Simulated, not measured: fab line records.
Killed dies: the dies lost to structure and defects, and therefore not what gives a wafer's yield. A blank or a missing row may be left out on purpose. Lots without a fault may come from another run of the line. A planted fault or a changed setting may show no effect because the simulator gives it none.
Lot-split experiment + flow n5 finfet + on a route of 1938 steps: 7 lots, 39 wafers read

## THE SPLIT ITSELF
At N5_PASSIVATION_ETCH_54 (etches SiO2 in CHF3/O2, target depth 880 nm, time 440 s), the setting target depth a was moved away from the recipe's 8800 angstrom on 12 of the 39 wafers read, by -57.1% to +54.8%. This setting was run at the recipe's value on the other wafers.

The split's own step is where the reading is taken.

## THE READING
etch.depth nm (the simulator's own value, which no gauge read), in nm, at N5_PASSIVATION_ETCH_54 (etches SiO2 in CHF3/O2, target depth 880 nm, time 440 s). The file gives no usual value for it. Average 876.4 nm, standard deviation 11 nm, over the 27 wafers here run with the recipe.

| wafer  | tool, chamber at the split | target depth a as run, angstrom | against the recipe | etch.depth nm, nm | against lot-mates on the recipe |
|--------|----------------------------|---------------------------------|--------------------|-------------------|---------------------------------|
| L076.1 | rie diel-06, 3             | 3779                            | -57.1%             | 374.7             | -502.0                          |
| L076.2 | rie diel-06, 1             | 8800                            | recipe             | 863.9             | -                               |
| L076.3 | rie diel-06, 0             | 3779                            | -57.1%             | 381.3             | -495.4                          |
| L076.4 | rie diel-06, 2             | 8800                            | recipe             | 883.2             | -                               |
| L076.5 | rie diel-06, 2             | 8800                            | recipe             | 883.1             | -                               |
| L076.6 | rie diel-06, 1             | 3779                            | -57.1%             | 372.7             | -504.0                          |
| L080.1 | rie diel-04, 3             | 8800                            | recipe             | 875.5             | -                               |
| L080.2 | rie diel-04, 2             | 8800                            | recipe             | 865.9             | -                               |
| L080.3 | rie diel-04, 1             | 8800                            | recipe             | 864.9             | -                               |
| L080.4 | rie diel-04, 0             | 8800                            | recipe             | 895.1             | -                               |
| L080.5 | rie diel-04, 2             | 8800                            | recipe             | 864.8             | -                               |
| L080.6 | rie diel-04, 3             | 8800                            | recipe             | 880.9             | -                               |
| L079.1 | rie diel-04, 3             | 8800                            | recipe             | 883.1             | -                               |
| L079.2 | rie diel-04, 0             | 8800                            | recipe             | 900.2             | -                               |
| L079.3 | rie diel-04, 2             | 6870                            | -21.9%             | 673.8             | -211.5                          |
| L079.4 | rie diel-04, 1             | 8800                            | recipe             | 872.7             | -                               |
| L079.5 | rie diel-04, 3             | 6870                            | -21.9%             | 685.5             | -199.8                          |
| L079.6 | rie diel-04, 2             | 6870                            | -21.9%             | 684.4             | -200.9                          |
| L083.1 | rie diel-05, 3             | 8800                            | recipe             | 864.5             | -                               |
| L083.2 | rie diel-05, 2             | 3843                            | -56.3%             | 380.6             | -488.0                          |
| L083.3 | rie diel-05, 0             | 3843                            | -56.3%             | 382.7             | -485.9                          |
| L083.4 | rie diel-05, 1             | 8800                            | recipe             | 871.6             | -                               |
| L083.5 | rie diel-05, 2             | 3843                            | -56.3%             | 378.9             | -489.7                          |
| L083.6 | rie diel-05, 1             | 8800                            | recipe             | 869.6             | -                               |
| L085.3 | rie diel-06, 2             | 8800                            | recipe             | 876.1             | -                               |
| L085.4 | rie diel-06, 0             | 8800                            | recipe             | 877               | -                               |
| L085.5 | rie diel-06, 3             | 8800                            | recipe             | 864.2             | -                               |
| L090.1 | rie diel-04, 3             | 8800                            | recipe             | 879.1             | -                               |
| L090.2 | rie diel-04, 1             | 8800                            | recipe             | 876.8             | -                               |
| L090.3 | rie diel-04, 0             | 8800                            | recipe             | 897.8             | -                               |
| L090.4 | rie diel-04, 2             | 8800                            | recipe             | 865               | -                               |
| L090.5 | rie diel-04, 1             | 8800                            | recipe             | 866.3             | -                               |
| L090.6 | rie diel-04, 2             | 8800                            | recipe             | 863.6             | -                               |
| L091.1 | rie diel-04, 1             | 13620                           | +54.8%             | 1342              | +456.3                          |
| L091.2 | rie diel-04, 3             | 8800                            | recipe             | 874.1             | -                               |
| L091.3 | rie diel-04, 0             | 8800                            | recipe             | 890.1             | -                               |
| L091.4 | rie diel-04, 1             | 13620                           | +54.8%             | 1356              | +470.3                          |
| L091.5 | rie diel-04, 0             | 8800                            | recipe             | 892.8             | -                               |
| L091.6 | rie diel-04, 3             | 13620                           | +54.8%             | 1350              | +464.3                          |

THE FIT
A straight line over all 39 wafers: etch.depth nm changes by +8.73 nm for each +1% of target depth a; r = +1.00; the points scatter about the line by 9.9 nm.
The same after taking each lot's own level away (the mean of its wafers on the recipe; 39 wafers): +8.65 nm for each +1%; r = +1.00; scatter 9.9 nm.
According to that fit, moving target depth a by its largest amount changes the reading by 4.9e+02 nm.
Measured against the standard deviation above, the lots' own levels, which go from 868.57 to 885.67 nm, span 1.5 times it.
So the lot-to-lot level changes the slope little: the two slopes agree.
Check: with one of the wafers moved furthest among these (-57.1%) left out of the fit, the line predicts -495 nm for it against its lot-mates. It came out at -502 nm against them.

## THESE WAFERS: OTHER SPLITS
Before the reading, these wafers also passed through other splits. Each is held against what the fit with the lots' levels taken away leaves over:
| other split on the same wafers     | wafers away from the commonest value | r with etch.depth nm (lot level and that fit taken away) |
|------------------------------------|--------------------------------------|----------------------------------------------------------|
| N5_BEOL_M6_ILD_DEP_00 target thk a | 15                                   | +0.12                                                    |
| N5_BEOL_M10_DEP_56 time s          | 9                                    | -0.15                                                    |
| N5_BEOL_M12_SPUTTER_44 time s      | 15                                   | +0.02                                                    |
| N5_MIM_BOT_SPUTTER_00 time s       | 12                                   | -0.27                                                    |

## THE WHOLE CHAIN: every reading that the file lists as answering this split, in the file's order
| step                   | what it does                                            | reading                                                                       | change (the file's fit)              | r (the file's) |
|------------------------|---------------------------------------------------------|-------------------------------------------------------------------------------|--------------------------------------|----------------|
| N5_PASSIVATION_ETCH_54 | etches SiO2 in CHF3/O2, target depth 880 nm, time 440 s | PASSIVATION.feature depth nm (the simulator's own value, which no gauge read) | +8.67 nm for each +1% of the setting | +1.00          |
| N5_PASSIVATION_ETCH_54 | etches SiO2 in CHF3/O2, target depth 880 nm, time 440 s | etch.depth nm (the simulator's own value, which no gauge read)                | +8.67 nm for each +1% of the setting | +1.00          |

## FILE'S OWN FIT
etch.depth nm changes by +8.67 nm for each +1% of target depth a, r = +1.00.
